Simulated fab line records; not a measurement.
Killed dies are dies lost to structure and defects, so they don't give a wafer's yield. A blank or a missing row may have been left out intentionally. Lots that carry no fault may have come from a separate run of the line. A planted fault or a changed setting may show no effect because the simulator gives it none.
fab line records    flow n5_finfet
record lots=7  wafers=20  last_day=18
route steps=1938 shown BEOL_M3@999 BEOL_M4@1111
lots untouched by any fault: they come from a run of this same line in which no faults occurred
start_h: hours from the record's first day to the start of the lot's first wafer shown    wait_h: how many hours have passed since the lot's step before this one    " the same as in the row above    L1.1+2: a single row standing in for several wafers    - no value present, or no start provided    * or withheld: withheld    < > ~ a bound
route shown NAME@n: NAME is a module with steps in the file, n the number in the route of the first one    usual: mean/standard deviation taken from wafers without a fault    same: alike in all rows    chamber/n: place in a boat    sites: the reading at each site    _std_site: the standard deviation of these    _edge_site: mean of outer sites minus mean of inner sites    radius_mm: for every site, how far away it sits from the centre of the wafer    mask NAME#n: copy n    behind: tool/chamber where the wafer was last shaped    hold: why the lot was held/for how many hours/how that ended    device: the transistor (n, p or np) that didn't switch    end of line: the same wafers' tests at the end of the route    for a step that has no rows: nothing shown but its recipe    killed: at the first sort, the dies lost to defects and structure; wafer yield is something else    map: per-die view of a wafer (x killed, . not killed, _ where there is no die)
set.NAME: the setting that was run; set.NAME@STEP: the one run at that earlier step    model.NAME: the simulator's own value behind a step, which no gauge read
certain route steps with their lots: each step a table, each wafer a row
services: the hour from which a tool's chamber was out of use, counted from the record's first day as start_h (under 0 if before that day), plus the number of hours and why
## steps
# step N5_BEOL_M3_ANNEAL_82
# recipe temp_c=400  time_s=240  ambient=vacuum
# usual heater_power_w=817/64  susceptor_temp_C=400.02/0.22
lot.wafer  tool            chamber  start_h  wait_h  heater_power_w  susceptor_temp_C
L425.1     pvd_sputter-01  -        186.83   0.0     851             399.87
L425.2     "               -        "        "       723             400.15
L425.5     "               -        "        "       713             399.67
L429.1     pvd_sputter-01  -        200.40   0.0     909             399.80
L429.3     "               -        "        "       696             400.32
L429.4     "               -        "        "       717             399.98
L432.2     pvd_sputter-01  -        234.22   0.0     711             400.16
L432.4     "               -        "        "       857             399.95
L432.6     "               -        "        "       828             400.12
L439.4     pvd_sputter-02  -        267.29   0.0     852             399.62
L439.5     "               -        "        "       848             400.06
L441.2     pvd_sputter-03  -        281.40   0.0     829             400.00
L441.5     "               -        "        "       830             400.01
L441.6     "               -        "        "       897             400.09
L443.2     pvd_sputter-01  -        300.87   0.0     723             399.98
L443.4     "               -        "        "       844             400.24
L443.6     "               -        "        "       855             400.49
L442.2     pvd_sputter-01  -        302.75   0.0     887             400.14
L442.4     "               -        "        "       710             400.20
L442.6     "               -        "        "       729             399.70
# step N5_BEOL_M3_SPUTTER_86
# recipe material=Cu  target_thk_a=45  temp_c=-20  chamber_pressure_pa=0.07  power_w=withheld  time_s=8.29
# step N5_BEOL_M3_ANNEAL_87
# recipe temp_c=400  time_s=240  ambient=vacuum
# usual heater_power_w=817/65  susceptor_temp_C=400.01/0.23
lot.wafer  tool            chamber  start_h  wait_h  heater_power_w  susceptor_temp_C
L425.1     pvd_sputter-01  -        187.05   0.0     856             400.41
L425.2     "               -        "        "       718             399.69
L425.5     "               -        "        "       716             400.21
L429.1     pvd_sputter-01  -        200.62   0.0     908             399.99
L429.3     "               -        "        "       692             399.72
L429.4     "               -        "        "       732             400.15
L432.2     pvd_sputter-01  -        234.47   0.0     726             399.94
L432.4     "               -        "        "       856             400.35
L432.6     "               -        "        "       845             400.07
L439.4     pvd_sputter-02  -        267.51   0.0     864             400.17
L439.5     "               -        "        "       838             400.04
L441.2     pvd_sputter-03  -        281.62   0.0     802             399.90
L441.5     "               -        "        "       839             400.17
L441.6     "               -        "        "       885             399.43
L443.2     pvd_sputter-01  -        301.09   0.0     697             400.00
L443.4     "               -        "        "       840             400.03
L443.6     "               -        "        "       849             399.99
L442.2     pvd_sputter-01  -        302.97   0.0     921             399.92
L442.4     "               -        "        "       709             400.08
L442.6     "               -        "        "       725             400.21
# step N5_BEOL_M3_SPUTTER_88
# recipe material=Cu  target_thk_a=45  temp_c=-20  chamber_pressure_pa=0.07  power_w=withheld  time_s=8.29
# usual chuck_sensor_temp_C=-15.97/0.28  susceptor_temp_C=-20.00/0.1  throttle_valve_pct=30.0/1.2
lot.wafer  tool            chamber  start_h  wait_h  chuck_sensor_temp_C  susceptor_temp_C  throttle_valve_pct
L425.1     pvd_sputter-01  -        187.19   0.1     -15.93               -20.12            30.4
L425.2     "               -        "        "       -16.36               -20.02            29.9
L425.5     "               -        "        "       -15.94               -20.04            27.9
L429.1     pvd_sputter-01  -        200.76   0.1     -15.51               -20.24            31.7
L429.3     "               -        "        "       -16.10               -20.11            28.3
L429.4     "               -        "        "       -16.46               -19.96            29.9
L432.2     pvd_sputter-01  -        234.63   0.1     -15.98               -19.88            28.2
L432.4     "               -        "        "       -16.13               -19.90            30.2
L432.6     "               -        "        "       -16.00               -19.95            30.3
L439.4     pvd_sputter-02  -        267.65   0.1     -15.82               -20.04            29.2
L439.5     "               -        "        "       -16.38               -19.93            32.2
L441.2     pvd_sputter-03  -        281.76   0.1     -16.03               -20.08            29.2
L441.5     "               -        "        "       -16.13               -20.23            29.3
L441.6     "               -        "        "       -15.80               -20.07            28.6
L443.2     pvd_sputter-01  -        301.23   0.1     -16.16               -19.92            28.2
L443.4     "               -        "        "       -16.05               -20.10            30.3
L443.6     "               -        "        "       -16.10               -20.17            30.6
L442.2     pvd_sputter-01  -        303.11   0.1     -15.76               -19.89            31.5
L442.4     "               -        "        "       -16.17               -20.07            28.1
L442.6     "               -        "        "       -16.31               -19.84            29.9
# step N5_BEOL_M3_ANNEAL_89
# recipe temp_c=400  time_s=240  ambient=vacuum
# step N5_BEOL_M3_SPUTTER_90
# recipe material=Cu  target_thk_a=45  temp_c=-20  chamber_pressure_pa=0.07  power_w=withheld  time_s=8.29
# usual chuck_sensor_temp_C=-15.95/0.29  susceptor_temp_C=-20.01/0.1  throttle_valve_pct=30.0/1.2
lot.wafer  tool            chamber  start_h  wait_h  chuck_sensor_temp_C  susceptor_temp_C  throttle_valve_pct
L425.1     pvd_sputter-01  -        187.41   0.1     -15.83               -19.95            30.4
L425.2     "               -        "        "       -16.44               -20.00            30.1
L425.5     "               -        "        "       -16.03               -19.97            28.1
L429.1     pvd_sputter-01  -        200.98   0.1     -15.66               -20.04            31.6
L429.3     "               -        "        "       -16.09               -20.05            28.2
L429.4     "               -        "        "       -16.40               -19.79            29.9
L432.2     pvd_sputter-01  -        234.88   0.1     -16.02               -20.03            28.1
L432.4     "               -        "        "       -15.90               -20.12            30.3
L432.6     "               -        "        "       -16.05               -19.98            30.4
L439.4     pvd_sputter-02  -        267.87   0.1     -16.02               -20.00            29.1
L439.5     "               -        "        "       -16.43               -20.02            32.3
L441.2     pvd_sputter-03  -        281.98   0.1     -16.07               -19.94            29.0
L441.5     "               -        "        "       -15.93               -19.96            29.3
L441.6     "               -        "        "       -15.98               -20.03            28.6
L443.2     pvd_sputter-01  -        301.45   0.1     -15.91               -20.17            28.2
L443.4     "               -        "        "       -15.99               -20.07            30.3
L443.6     "               -        "        "       -16.04               -20.01            30.3
L442.2     pvd_sputter-01  -        303.33   0.1     -15.63               -19.99            31.7
L442.4     "               -        "        "       -16.11               -20.03            28.1
L442.6     "               -        "        "       -16.47               -20.08            29.9
# step N5_BEOL_M3_ANNEAL_91
# recipe temp_c=400  time_s=240  ambient=vacuum
# step N5_BEOL_M3_SPUTTER_92
# recipe material=Cu  target_thk_a=45  temp_c=-20  chamber_pressure_pa=0.07  power_w=withheld  time_s=8.29
# step N5_BEOL_M3_ANNEAL_93
# recipe temp_c=400  time_s=240  ambient=vacuum
# step N5_BEOL_M3_SPUTTER_94
# recipe material=Cu  target_thk_a=45  temp_c=-20  chamber_pressure_pa=0.07  power_w=withheld  time_s=8.29
# step N5_BEOL_M3_ANNEAL_95
# recipe temp_c=400  time_s=240  ambient=vacuum
# step N5_BEOL_M3_SPUTTER_96
# recipe material=Cu  target_thk_a=45  temp_c=-20  chamber_pressure_pa=0.07  power_w=withheld  time_s=8.29
# step N5_BEOL_M3_ECD_50
# recipe material=Cu  target_thk_a=3000
lot.wafer  tool       chamber  start_h  wait_h  model.Cu_of_BEOL_M3_ECD_50.thk_nm
L425.1     ecd_cu-01  1        188.18   0.1     298.4
L425.2     "          0        "        "       297
L425.5     "          0        "        "       300.6
L429.1     ecd_cu-02  1        201.76   0.1     298.6
L429.3     "          1        "        "       298.8
L429.4     "          0        "        "       300
L432.2     ecd_cu-01  1        235.75   0.1     300
L432.4     "          1        "        "       298.6
L432.6     "          1        "        "       301.2
L439.4     ecd_cu-01  1        268.66   0.1     404.8
L439.5     "          1        "        "       408
L441.2     ecd_cu-01  1        282.76   0.1     301.6
L441.5     "          0        "        "       406.8
L441.6     "          1        "        "       298.2
L443.2     ecd_cu-02  1        302.23   0.1     300.8
L443.4     "          1        "        "       301.6
L443.6     "          0        "        "       296.6
L442.2     ecd_cu-01  0        304.11   0.1     299.4
L442.4     "          0        "        "       406.6
L442.6     "          0        "        "       295
# step N5_BEOL_M3_ANNEAL_51
# recipe temp_c=225  time_s=90  ambient=N2
# usual wafer_temp_C_max=226.3/0.42
lot.wafer  tool           chamber  start_h  wait_h  wafer_temp_C_max
L425.1     rtp_anneal-02  0        188.26   0.1     226.2
L425.2     "              0        "        "       226.5
L425.5     "              0        "        "       226.6
L429.1     rtp_anneal-02  0        201.90   0.1     226.5
L429.3     "              0        "        "       226.5
L429.4     "              0        "        "       226.4
L432.2     rtp_anneal-02  0        235.94   0.2     226.7
L432.4     "              0        "        "       226.2
L432.6     "              0        "        "       226.8
L439.4     rtp_anneal-01  0        268.86   0.2     225.7
L439.5     "              0        "        "       226.1
L441.2     rtp_anneal-01  0        282.88   0.1     225.7
L441.5     "              0        "        "       225.6
L441.6     "              0        "        "       225.6
L443.2     rtp_anneal-02  0        302.47   0.2     226.5
L443.4     "              0        "        "       226.9
L443.6     "              0        "        "       226.7
L442.2     rtp_anneal-02  0        304.23   0.1     226.4
L442.4     "              0        "        "       226.3
L442.6     "              0        "        "       225.9
# step N5_BEOL_M3_CMP_52
# recipe stop_on=SiOC  t_overpolish_s=6.8  down_force_psi=1  platen_rpm=50  clearing_platen_down_force_psi=1.5  clearing_platen_rpm=50  post_cmp_clean=cu_alkaline  target_thk_nm=40  clearing_platen_pad_velocity_m_s=0.99484  pad_velocity_m_s=0.99484
# usual motor_current_A=5.7/0.41  time_to_endpoint_s=63.0/2.6
lot.wafer  tool    chamber  start_h  wait_h  motor_current_A  time_to_endpoint_s
L425.1     cmp-03  3        188.64   0.3     6.1              63.6
L425.2     "       0        "        "       6.2              64.0
L425.5     "       1        "        "       5.3              63.4
L429.1     cmp-03  0        202.20   0.3     6.2              60.1
L429.3     "       1        "        "       5.5              60.9
L429.4     "       2        "        "       5.6              61.7
L432.4     cmp-03  2        236.27   0.2     5.5              64.5
L432.2     "       3        "        "       6.3              61.2
L432.6     "       0        "        "       5.8              61.6
L439.4     cmp-03  0        269.02   0.1     6.0              86.6
L439.5     "       1        "        "       5.3              90.8
L441.2     cmp-04  2        283.17   0.2     6.4              63.1
L441.5     "       1        "        "       5.4              85.8
L441.6     "       2        "        "       6.4              66.8
L443.4     cmp-04  1        302.84   0.2     5.6              61.7
L443.2     "       2        "        "       6.4              64.0
L443.6     "       1        "        "       5.0              63.4
L442.2     cmp-04  3        304.52   0.2     5.3              59.0
L442.4     "       0        "        "       5.9              90.1
L442.6     "       3        "        "       5.6              59.7
# step N5_BEOL_M3_THK_MEAS_53
# recipe thk_meas_gauge=xrf  reads=Cu_of_BEOL_M3_ECD_50
# usual M3_THK=40.2/1.5
lot.wafer  tool           chamber  start_h  wait_h  M3_THK[nm]
L425.1     film_metro-02  -        188.85   -       40.2
L425.2     "              -        "        "       39.8
L425.5     "              -        "        "       41.2
L429.1     film_metro-01  -        202.49   -       38.0
L429.3     "              -        "        "       38.5
L429.4     "              -        "        "       39.7
L432.2     film_metro-02  -        236.49   -       40.6
L432.4     "              -        "        "       42.5
L432.6     "              -        "        "       42.4
L439.4     film_metro-01  -        269.32   -       40.9
L439.5     "              -        "        "       40.4
L441.2     film_metro-02  -        283.43   -       38.9
L441.5     "              -        "        "       39.9
L441.6     "              -        "        "       39.8
L443.2     film_metro-02  -        303.13   -       40.5
L443.4     "              -        "        "       39.8
L443.6     "              -        "        "       41.6
L442.2     film_metro-02  -        304.78   -       39.6
L442.4     "              -        "        "       41.5
L442.6     "              -        "        "       41.4
# step N5_BEOL_M4_RC_MEAS_101
# usual DIBL_N=35.8/1.6  DIBL_P=36.0/1.9  IOFF_N=0.151/0.029  IOFF_P=0.21/0.037  ION_N=673/12  ION_P=463/7.3  SS_N=71.5/0.58  SS_P=73.2/0.61  VT_N=251/3.3  VT_P=-250/3.3
lot.wafer  tool       chamber  start_h  wait_h  DIBL_N[mV/V]  DIBL_P[mV/V]  IOFF_N[nA/um]  IOFF_P[nA/um]  ION_N[uA/um]  ION_P[uA/um]  SS_N[mV/dec]  SS_P[mV/dec]  VT_N[mV]  VT_P[mV]
L425.1     prober-01  0        206.16   0.0     37.8          38.1          0.176          0.20           681           459           71.8          73.8          249       -252
L425.2     "          0        "        "       37.4          38.6          0.176          0.23           684           464           71.7          74.1          250       -248
L425.5     "          0        "        "       37.0          37.6          0.179          0.20           680           463           71.6          73.7          246       -249
L429.1     prober-02  0        213.18   0.0     33.6          35.0          0.128          0.22           662           467           72.3          73.0          256       -248
L429.3     "          0        "        "       33.8          34.5          0.136          0.21           667           465           71.4          72.9          251       -247
L429.4     "          0        "        "       36.6          38.1          0.195          0.28           684           472           72.1          73.7          248       -243
L432.2     prober-02  0        249.54   0.2     36.6          37.3          0.144          0.19           682           461           72.2          73.9          252       -254
L432.4     "          0        "        "       34.1          34.0          0.119          0.16           669           453           70.8          72.8          251       -254
L432.6     "          0        "        "       36.6          37.1          0.163          0.19           668           450           72.0          73.7          249       -253
L439.4     prober-02  0        285.25   0.5     35.4          36.3          0.158          0.23           678           465           71.0          73.0          247       -247
L439.5     "          0        "        "       34.0          34.2          0.125          0.19           655           453           71.7          73.3          251       -252
L441.2     prober-01  0        306.71   0.2     36.0          35.1          0.166          0.22           682           468           71.5          72.6          248       -249
L441.5     "          0        "        "       34.0          32.7          0.138          0.19           667           464           71.0          71.6          249       -250
L441.6     "          0        "        "       40.3          41.7          0.263          0.36           694           477           73.4          74.7          242       -242
L442.2     prober-02  0        314.35   0.2     34.0          33.1          0.109          0.16           654           455           71.3          72.6          255       -255
L442.4     "          0        "        "       35.1          34.7          0.127          0.18           667           461           71.6          73.5          254       -255
L442.6     "          0        "        "       35.0          35.0          0.129          0.18           665           455           71.3          72.5          253       -254
L443.2     prober-01  0        314.73   0.2     34.0          34.4          0.113          0.19           654           457           71.1          73.3          256       -252
L443.4     "          0        "        "       33.1          34.0          0.114          0.18           671           471           70.7          72.3          258       -251
L443.6     "          0        "        "       31.8          32.0          0.099          0.15           664           463           71.3          72.2          257       -252
## services
tool            chamber  start_h  hours  kind
cmp-03          -        165.20   3.8    pm
ecd_cu-02       -        197.39   1.2    repair
cmp-04          -        199.73   4.0    pm
cmp-04          -        203.73   -      consumable_replace:conditioner
cmp-04          -        203.73   -      consumable_replace:pad
cmp-04          -        204.42   1.4    repair
ecd_cu-01       -        211.64   6.7    repair
cmp-04          -        218.83   0.5    repair
ecd_cu-01       -        225.64   3.8    repair
pvd_sputter-01  -        231.67   2.2    repair
pvd_sputter-01  -        236.50   2.7    repair
ecd_cu-01       -        241.97   5.3    pm
cmp-04          -        252.53   18.1   pm
cmp-03          -        290.76   4.0    pm
ecd_cu-02       -        291.51   0.7    repair
cmp-03          -        294.76   -      consumable_replace:conditioner
cmp-03          -        294.76   -      consumable_replace:pad
cmp-03          -        296.86   6.4    repair
## key
first_sign step=N5_BEOL_M3_CMP_52  reading=time_to_endpoint_s  direction=up  sigmas=9.8  usual=*  struck=*
effect none on later readings
model_effect step=N5_BEOL_M3_ECD_50  value=Cu_of_BEOL_M3_ECD_50.thk_nm  without=299.9  struck=406.6
met_at N5_BEOL_M3_ECD_50
struck_wafers L439.4,L439.5,L441.5,L442.4
onset_between 235.75 268.66
fault kind=process_parameter_drift  tool=ecd_cu-01  chamber=-  onset_h=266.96  steps=N5_BEOL_M3_ECD_50  channel=target_thk_a  offset=*  shape=step  end_h=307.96  scope=struck_wafers_only  acts_in=*  stated=*
